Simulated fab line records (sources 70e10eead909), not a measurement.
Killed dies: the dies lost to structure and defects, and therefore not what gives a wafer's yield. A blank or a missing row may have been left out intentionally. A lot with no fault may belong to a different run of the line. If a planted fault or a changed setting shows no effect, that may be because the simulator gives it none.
fab line records	flow nand_harc
[record] lots = 12	wafers = 36	last_day = 24
route steps=1159 shown A_BONDPAD@1060 THIN_TSV@1122 END@1159
lots untouched by any fault: they come from a run of this same line in which no faults occurred
start_h: hours from the record's opening day to when the first of the lot's shown wafers began	wait_h: hours elapsed since this lot's preceding step	" same as the row above	L1.1+2: one row covering several wafers at once	- value missing, or start not given	* or withheld: withheld	< > ~ a bound
route shown NAME@n: NAME is a module with steps in the file, n the number in the route of the first one	usual: the fault-free wafers' mean and standard deviation	same: alike in all rows	chamber/n: place in a boat	sites: the reading at each site	_std_site: standard deviation across them	_edge_site: outer sites' mean less inner sites'	radius_mm: how far each site lies from the wafer's centre	mask NAME#n: copy n	behind: the most recent tool/chamber to have shaped the wafer	hold: reason for holding the lot/hours on hold/outcome of the hold	device: transistor that didn't switch, given as n, p or np	end of line: at the end of the route, the tests of the same wafers	a step given without rows: its recipe and nothing more	killed: dies lost to structure and defects at the first sort, not the wafer's yield	map: the dies of a wafer, with x for killed, . for not killed, _ for no die there
set.NAME: the run value of the setting; set.NAME@STEP: its run value at that earlier step	model.NAME: the simulator's own value behind a step, which no gauge read
the route's steps for a sample of lots (tables are steps, rows are wafers)
services: when a tool's chamber went out of use (start_h, in hours from the record's first day, below 0 if earlier), for how many hours, and the reason
[[steps]]
[step NHARC_A_BONDPAD_CMP_29]
[recipe] target_thk_nm = 200	material = SiCN
[usual] motor_current_A = 12.0/0.85	retaining_ring_pressure_frac = 1.000/0.0053	slurry_filter_dp_kPa = 13.51/0.14
lot.wafer	tool	chamber	start_h	wait_h	motor_current_A	retaining_ring_pressure_frac	slurry_filter_dp_kPa
L610.4	cmp-02	2	410.61	-	10.9	0.988	13.58
L610.2	"	3	"	"	11.1	1.009	13.34
L610.3	"	1	"	"	13.2	0.998	13.38
L611.4	cmp-01	3	412.45	-	13.2	1.005	13.53
L611.3	"	0	"	"	12.3	1.000	13.53
L611.6	"	2	"	"	12.4	0.994	13.48
L612.3	cmp-01	3	434.19	-	13.1	1.003	13.56
L612.4	"	1	"	"	11.2	0.993	13.53
L612.5	"	3	"	"	12.5	1.002	13.77
L608.1	cmp-03	0	437.19	0.5	10.9	1.004	13.44
L608.3	"	1	"	"	11.7	1.008	13.77
L608.6	"	3	"	"	13.3	1.006	13.54
L614.4	cmp-03	1	457.73	-	12.4	0.997	13.58
L614.3	"	2	"	"	12.5	0.999	13.58
L614.2	"	3	"	"	13.1	0.992	13.56
L616.2	cmp-02	0	458.64	-	11.5	0.996	13.51
L616.4	"	3	"	"	11.2	0.998	13.39
L616.6	"	1	"	"	13.8	1.014	13.65
L615.4	cmp-03	1	464.62	-	12.6	1.004	13.46
L615.1	"	3	"	"	13.5	1.002	13.38
L615.6	"	0	"	"	10.5	0.997	13.32
L617.2	cmp-01	0	482.08	-	11.9	1.003	13.56
L617.1	"	1	"	"	11.0	0.992	13.23
L617.3	"	2	"	"	12.4	1.006	13.41
L619.4	cmp-01	0	495.92	-	11.6	0.997	13.75
L619.3	"	1	"	"	11.1	1.008	13.65
L619.1	"	2	"	"	12.6	0.988	13.41
L624.1	cmp-01	3	496.88	-	13.2	1.004	13.60
L624.3	"	0	"	"	12.1	0.999	13.22
L624.6	"	3	"	"	12.9	1.001	13.56
L621.3	cmp-02	2	504.12	-	10.6	1.004	13.46
L621.2	"	0	"	"	11.6	0.999	13.46
L621.1	"	1	"	"	13.5	1.000	13.73
L630.2	cmp-02	0	542.76	-	12.3	1.001	13.42
L630.3	"	2	"	"	10.9	0.999	13.53
L630.6	"	0	"	"	12.1	0.995	13.44
[step NHARC_THIN_TSV_STRIP_45]
[recipe] power_w = 1500	temp_c = 250	chemistry = O2
[usual] drypump_motor_current_A = 5.7/0.56	heater_power_w = 353/23	temp_c = 250.02/0.19
lot.wafer	tool	chamber	start_h	wait_h	drypump_motor_current_A	heater_power_w	rf_hours_counter_h	temp_c
L611.4	plasma_asher-01	1	433.37	0.2	6.2	368	-	250.19
L611.3	"	0	"	"	5.2	308	-	250.03
L611.6	"	1	"	"	6.2	361	-	250.04
L610.2	plasma_asher-01	0	434.17	0.1	5.2	318	46	249.90
L610.4	"	1	"	"	6.2	383	-	249.87
L610.3	"	0	"	"	5.1	322	-	250.05
L612.4	plasma_asher-02	1	452.36	0.2	5.1	376	-	249.80
L612.3	"	0	"	"	6.4	363	-	249.81
L612.5	"	0	"	"	6.4	368	-	249.97
L608.1	plasma_asher-02	0	454.91	0.3	6.4	373	30	250.17
L608.3	"	0	"	"	6.4	373	-	249.75
L608.6	"	0	"	"	6.4	362	-	249.77
L616.2	plasma_asher-01	0	478.42	0.5	5.2	315	12	249.85
L616.4	"	1	"	"	6.2	377	-	250.34
L616.6	"	0	"	"	5.2	319	-	250.17
L614.2	plasma_asher-01	0	480.05	1.0	5.2	327	13	249.82
L614.3	"	0	"	"	5.2	321	-	249.92
L614.4	"	1	"	"	6.2	366	-	249.93
L615.1	plasma_asher-01	0	484.06	0.1	5.2	328	16	250.11
L615.4	"	0	"	"	5.2	322	-	249.80
L615.6	"	0	"	"	5.2	316	-	249.99
L617.1	plasma_asher-01	1	499.56	0.5	6.2	376	22	250.08
L617.2	"	0	"	"	5.2	319	22	250.04
L617.3	"	1	"	"	6.2	363	-	250.22
L619.1	plasma_asher-01	1	516.31	0.1	6.2	376	30	250.21
L619.3	"	0	"	"	5.1	315	-	250.38
L619.4	"	1	"	"	6.2	368	-	250.13
L624.1	plasma_asher-02	0	517.74	0.2	6.4	366	35	250.23
L624.3	"	0	"	"	6.4	363	-	250.23
L624.6	"	0	"	"	6.4	374	-	250.18
L621.2	plasma_asher-01	0	522.12	0.3	5.1	322	34	249.67
L621.1	"	1	"	"	6.2	366	34	250.02
L621.3	"	1	"	"	6.2	367	-	249.90
L630.2	plasma_asher-01	0	561.39	0.2	5.2	313	49	249.87
L630.3	"	1	"	"	6.2	369	-	250.17
L630.6	"	0	"	"	5.1	330	-	249.91
[step NHARC_THIN_TSV_ANNEAL_52]
[recipe] temp_c = 225	time_s = 90
[usual] wafer_temp_C_max = 226.06/0.29
lot.wafer	tool	chamber	start_h	wait_h	wafer_temp_C_max
L611.3	rtp_anneal-02	0	436.32	0.5	225.44
L611.4	"	0	"	"	225.93
L611.6	"	0	"	"	225.65
L610.2	rtp_anneal-01	0	437.14	0.7	226.76
L610.3	"	0	"	"	225.91
L610.4	"	0	"	"	225.93
L612.3	rtp_anneal-01	0	455.36	0.5	225.70
L612.4	"	0	"	"	226.02
L612.5	"	0	"	"	225.93
L608.1	rtp_anneal-01	0	463.36	0.6	226.20
L608.3	"	0	"	"	226.22
L608.6	"	0	"	"	226.10
L616.2	rtp_anneal-01	0	483.34	0.7	226.49
L616.4	"	0	"	"	226.61
L616.6	"	0	"	"	226.54
L614.2	rtp_anneal-01	0	483.94	0.6	225.83
L614.3	"	0	"	"	226.03
L614.4	"	0	"	"	225.64
L615.1	rtp_anneal-01	0	487.06	0.6	226.70
L615.4	"	0	"	"	226.20
L615.6	"	0	"	"	225.96
L617.1	rtp_anneal-01	0	502.86	0.5	226.33
L617.2	"	0	"	"	226.25
L617.3	"	0	"	"	225.99
L619.1	rtp_anneal-01	0	519.58	0.7	226.14
L619.3	"	0	"	"	226.27
L619.4	"	0	"	"	226.13
L624.1	rtp_anneal-02	0	520.67	0.6	225.92
L624.3	"	0	"	"	225.88
L624.6	"	0	"	"	225.62
L621.1	rtp_anneal-01	0	525.07	0.6	226.04
L621.2	"	0	"	"	226.17
L621.3	"	0	"	"	226.15
L630.2	rtp_anneal-01	0	564.90	0.7	225.76
L630.3	"	0	"	"	226.04
L630.6	"	0	"	"	225.98
[step NHARC_THIN_TSV_PRE_CLEAN_54]
[recipe] time_s = 30	temp_c = 280	gas = H2/He
[usual] heater_power_w = 373/30
lot.wafer	tool	chamber	start_h	wait_h	heater_power_w
L611.4	pvd_sputter-01	-	437.13	0.1	346
L611.3	"	-	"	"	358
L611.6	"	-	"	"	359
L610.3	pvd_sputter-03	-	438.03	0.1	415
L610.2	"	-	"	"	415
L610.4	"	-	"	"	314
L612.4	pvd_sputter-01	-	456.13	0.0	347
L612.3	"	-	"	"	367
L612.5	"	-	"	"	347
L608.3	pvd_sputter-01	-	464.26	0.1	366
L608.1	"	-	"	"	356
L608.6	"	-	"	"	384
L616.4	pvd_sputter-03	-	484.16	0.1	357
L616.2	"	-	"	"	323
L616.6	"	-	"	"	373
L614.3	pvd_sputter-01	-	484.81	0.1	386
L614.4	"	-	"	"	358
L614.2	"	-	"	"	358
L615.1	pvd_sputter-03	-	487.95	0.1	315
L615.4	"	-	"	"	365
L615.6	"	-	"	"	319
L617.2	pvd_sputter-01	-	503.75	0.1	391
L617.1	"	-	"	"	363
L617.3	"	-	"	"	352
L619.3	pvd_sputter-03	-	520.46	0.0	314
L619.4	"	-	"	"	410
L619.1	"	-	"	"	398
L624.1	pvd_sputter-03	-	521.55	0.1	324
L624.3	"	-	"	"	369
L624.6	"	-	"	"	361
L621.1	pvd_sputter-03	-	525.94	0.0	315
L621.3	"	-	"	"	413
L621.2	"	-	"	"	416
L630.3	pvd_sputter-01	-	565.76	0.0	370
L630.2	"	-	"	"	373
L630.6	"	-	"	"	370
[step NHARC_END_SORT_01]
[recipe] temp_c = 25
[usual] defect_limited_yield = 95.1/1.6	killed_at_array = 29/11	killed_at_other = 0.6/1	killed_at_periphery = 3.1/2.1	killed_dies = 33/11	killed_open = 3.1/1.9	killed_short = 1.9/1.5	sort_bin_2_pct = 1.5/0.66	sort_bin_3_pct = 0.29/0.23	sort_bin_4_pct = 3.1/0.98	sort_n_pass = 644/11	sort_rim_yield_pct = 96.9/2.3	sort_yield_pct = 95.1/1.6
[same] gross_dies = 677	sort_bin_5_pct[%] = 0	sort_bin_6_pct[%] = 0	sort_bin_7_pct[%] = 0	sort_bin_8_pct[%] = 0	sort_rim_n_gross = 106.00
lot.wafer	tool	chamber	start_h	wait_h	defect_limited_yield[%]	killed_at_array	killed_at_other	killed_at_periphery	killed_dies	killed_open	killed_short	sort_bin_2_pct[%]	sort_bin_3_pct[%]	sort_bin_4_pct[%]	sort_n_pass	sort_rim_yield_pct[%]	sort_yield_pct[%]
L612.3	prober-02	0	473.02	3.1	96.2	22	0	4	26	3	1	1.0	0.44	2.4	651	97.2	96.2
L612.4	prober-02	0	473.82	3.4	96.8	19	0	3	22	3	1	1.0	0	2.2	655	100.0	96.8
L612.5	prober-02	0	474.61	3.7	95.4	25	0	6	31	3	2	2.1	0	2.5	646	95.3	95.4
L619.1	prober-01	0	530.69	2.5	31.6	462	0	1	463	3	0	25.7	4.73	38.0	214	33.0	31.6
L619.3	prober-01	0	532.27	3.1	36.3	430	0	1	431	0	1	24.4	4.73	34.6	246	41.5	36.3
L619.4	prober-01	0	533.06	3.4	31.0	466	0	1	467	0	0	26.3	5.91	36.8	210	36.8	31.0
L624.1	prober-02	0	531.35	2.6	33.2	449	0	3	452	0	1	27.0	3.99	35.7	225	32.1	33.2
L624.3	prober-02	0	532.96	3.1	30.7	465	1	3	469	2	0	28.5	4.73	36.0	208	30.2	30.7
L624.6	prober-02	0	535.36	4.0	33.2	452	0	0	452	2	0	24.8	7.24	34.7	225	30.2	33.2
L621.1	prober-01	0	538.40	2.5	92.8	48	1	0	49	2	0	2.4	0.44	4.4	628	97.2	92.8
L621.2	prober-01	0	539.20	2.8	94.2	36	0	3	39	1	1	1.5	0.59	3.7	638	97.2	94.2
L621.3	prober-01	0	540.00	3.1	93.4	45	0	0	45	3	1	2.5	0.44	3.7	632	95.3	93.4
L630.2	prober-01	0	581.59	2.8	96.9	14	0	7	21	3	1	0.7	0.15	2.2	656	96.2	96.9
L630.3	prober-01	0	582.38	3.1	96.3	19	0	6	25	2	0	0.6	0.15	3.0	652	98.1	96.3
L630.6	prober-01	0	584.77	4.0	96.0	20	1	6	27	5	2	0.7	0.44	2.8	650	97.2	96.0
// killed by level:class
L612.3 A_SLIT:chamber_film_flake=11 P_ZERO_WELL:chamber_film_flake=2 A_CONTACT:chamber_film_flake=2 A_CHANNEL_HOLE_D1:chamber_film_flake=2 A_CHANNEL_FILL_D1:chamber_film_flake=2 A_SOURCE_PLATE:geometric_particle:open=1 A_CONTACT:geometric_particle:short=1 A_CONTACT:geometric_particle:open=1
L612.4 A_SLIT:chamber_film_flake=10 A_CONTACT:chamber_film_flake=4 P_CONTACT:chamber_film_flake=2 A_ONON_D1:geometric_particle:short=1 A_BLC:geometric_particle:open=1 A_M0:geometric_particle:open=1 A_BONDPAD:geometric_particle:open=1 P_STI:chamber_film_flake=1
L612.5 A_SLIT:chamber_film_flake=14 P_STI:chamber_film_flake=3 A_CHANNEL_HOLE_D1:chamber_film_flake=3 A_CONTACT:geometric_particle:open=2 P_ZERO_WELL:chamber_film_flake=2 A_CONTACT:chamber_film_flake=2 P_M0:geometric_particle:open=1 A_ONON_D1:geometric_particle:short=1
L619.1 A_BONDPAD:unspecified=445 A_CHANNEL_HOLE_D1:chamber_film_flake=12 A_STAIRCASE:chamber_film_flake=2 P_GATE:geometric_particle:open=1 A_ONON_D1:geometric_particle:open=1 A_M0:geometric_particle:open=1 A_CONTACT:chamber_film_flake=1
L624.1 A_BONDPAD:unspecified=440 A_CHANNEL_HOLE_D1:chamber_film_flake=4 A_WL_FILL:chamber_film_flake=2 A_WL_FILL:geometric_particle:short=1 P_ZERO_WELL:chamber_film_flake=1 P_STI:chamber_film_flake=1 P_GATE:chamber_film_flake=1 A_STAIRCASE:chamber_film_flake=1
L619.3 A_BONDPAD:unspecified=412 A_CHANNEL_HOLE_D1:chamber_film_flake=10 A_CONTACT:chamber_film_flake=5 A_STAIRCASE:chamber_film_flake=2 A_CHANNEL_HOLE_D1:geometric_particle:short=1 P_ZERO_WELL:chamber_film_flake=1
L624.3 A_BONDPAD:unspecified=452 A_CHANNEL_HOLE_D1:chamber_film_flake=6 P_ZERO_WELL:chamber_film_flake=3 A_STAIRCASE:chamber_film_flake=2 A_CONTACT:chamber_film_flake=2 A_CHANNEL_FILL_D1:geometric_particle:open=1 A_M1:geometric_particle:open=1 A_SLIT:chamber_film_flake=1
L619.4 A_BONDPAD:unspecified=447 A_CHANNEL_HOLE_D1:chamber_film_flake=12 A_STAIRCASE:chamber_film_flake=4 A_CONTACT:chamber_film_flake=3 P_STI:chamber_film_flake=1
L624.6 A_BONDPAD:unspecified=432 A_CHANNEL_HOLE_D1:chamber_film_flake=8 A_STAIRCASE:chamber_film_flake=7 A_SGD_CUT:geometric_particle:open=1 A_WL_FILL:geometric_particle:open=1 A_WL_FILL:chamber_film_flake=1 A_CONTACT:chamber_film_flake=1 A_BLC:chamber_film_flake=1
L621.1 A_SLIT:chamber_film_flake=23 A_CHANNEL_HOLE_D1:chamber_film_flake=14 A_BLC:chamber_film_flake=4 A_STAIRCASE:chamber_film_flake=3 A_CONTACT:chamber_film_flake=2 A_CONTACT:geometric_particle:open=1 STARTING-WAFER:geometric_particle:open=1 A_WL_FILL:chamber_film_flake=1
L621.2 A_CHANNEL_HOLE_D1:chamber_film_flake=18 A_SLIT:chamber_film_flake=12 A_CONTACT:chamber_film_flake=4 A_BLC:chamber_film_flake=2 P_CONTACT:geometric_particle:short=1 P_M1:geometric_particle:open=1 P_ZERO_WELL:chamber_film_flake=1
L621.3 A_CHANNEL_HOLE_D1:chamber_film_flake=18 A_CONTACT:chamber_film_flake=9 A_SLIT:chamber_film_flake=7 A_STAIRCASE:chamber_film_flake=4 A_CHANNEL_FILL_D1:geometric_particle:open=2 A_BLC:chamber_film_flake=2 A_CHANNEL_HOLE_D1:geometric_particle:short=1 A_CONTACT:geometric_particle:open=1
L630.2 A_CHANNEL_HOLE_D1:chamber_film_flake=7 A_CONTACT:chamber_film_flake=4 P_ZERO_WELL:chamber_film_flake=3 P_STI:chamber_film_flake=2 P_M0:geometric_particle:short=1 A_CHANNEL_FILL_D1:geometric_particle:open=1 A_WL_FILL:geometric_particle:open=1 A_CONTACT:geometric_particle:open=1
L630.3 A_CHANNEL_HOLE_D1:chamber_film_flake=10 A_CONTACT:chamber_film_flake=4 P_STI:chamber_film_flake=3 A_STAIRCASE:chamber_film_flake=3 P_ZERO_WELL:chamber_film_flake=2 A_SGD_CUT:geometric_particle:open=1 A_M0:geometric_particle:open=1 P_GATE:chamber_film_flake=1
L630.6 A_CHANNEL_HOLE_D1:chamber_film_flake=7 A_CONTACT:chamber_film_flake=7 P_STI:chamber_film_flake=2 A_STAIRCASE:chamber_film_flake=2 P_GATE:geometric_particle:open=1 P_CONTACT:geometric_particle:open=1 P_M0:geometric_particle:open=1 A_ONON_D1:geometric_particle:short=1
[[services]]
tool	chamber	start_h	hours	kind
cmp-02	-	422.72	4.0	pm
cmp-03	-	450.22	4.0	pm
plasma_asher-01	-	453.00	9.0	pm
plasma_asher-01	0	453.00	9.0	vent_cycle
plasma_asher-01	1	453.00	9.0	vent_cycle
plasma_asher-02	-	456.37	48.4	repair
pvd_sputter-03	-	458.00	10.0	pm
plasma_asher-01	0	462.00	-	clean
plasma_asher-01	1	462.00	-	clean
cmp-03	-	466.76	5.8	repair
cmp-01	-	474.33	4.0	pm
cmp-02	-	475.37	0.5	repair
cmp-01	-	478.33	-	consumable_replace:conditioner
cmp-03	-	481.23	18.0	repair
cmp-02	-	496.43	1.2	repair
pvd_sputter-01	-	497.49	2.8	repair
pvd_sputter-03	-	513.65	0.6	repair
pvd_sputter-01	-	514.00	10.0	pm
cmp-01	-	515.74	8.3	repair
cmp-02	-	520.72	4.0	pm
plasma_asher-02	-	537.18	9.0	pm
cmp-01	-	541.99	1.9	repair
cmp-02	-	544.12	0.5	repair
cmp-03	-	548.22	4.0	pm
[[key]]
[first_sign] step = NHARC_END_SORT_01	reading = killed_at_array	direction = up	sigmas = 40	usual = 29	struck = 454
[effect] step = NHARC_END_SORT_01	reading = killed_dies	direction = up	sigmas = 40	usual = 33	struck = 456
[more_kills_born_at] NHARC_A_BONDPAD_CMP_29@cmp-01 = 2628
met_at NHARC_A_BONDPAD_CMP_29
struck_lots L619,L624
not_acting_at NHARC_THIN_TSV_STRIP_45,NHARC_THIN_TSV_ANNEAL_52,NHARC_THIN_TSV_PRE_CLEAN_54
onset_between 482.08 495.92
[fault] kind = chamber_particle_source	tool = cmp-01	chamber = -	onset_h = 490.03	steps = NHARC_A_BONDPAD_CMP_29	rate_per_visit_cm2 = 1.1821	end_h = 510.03
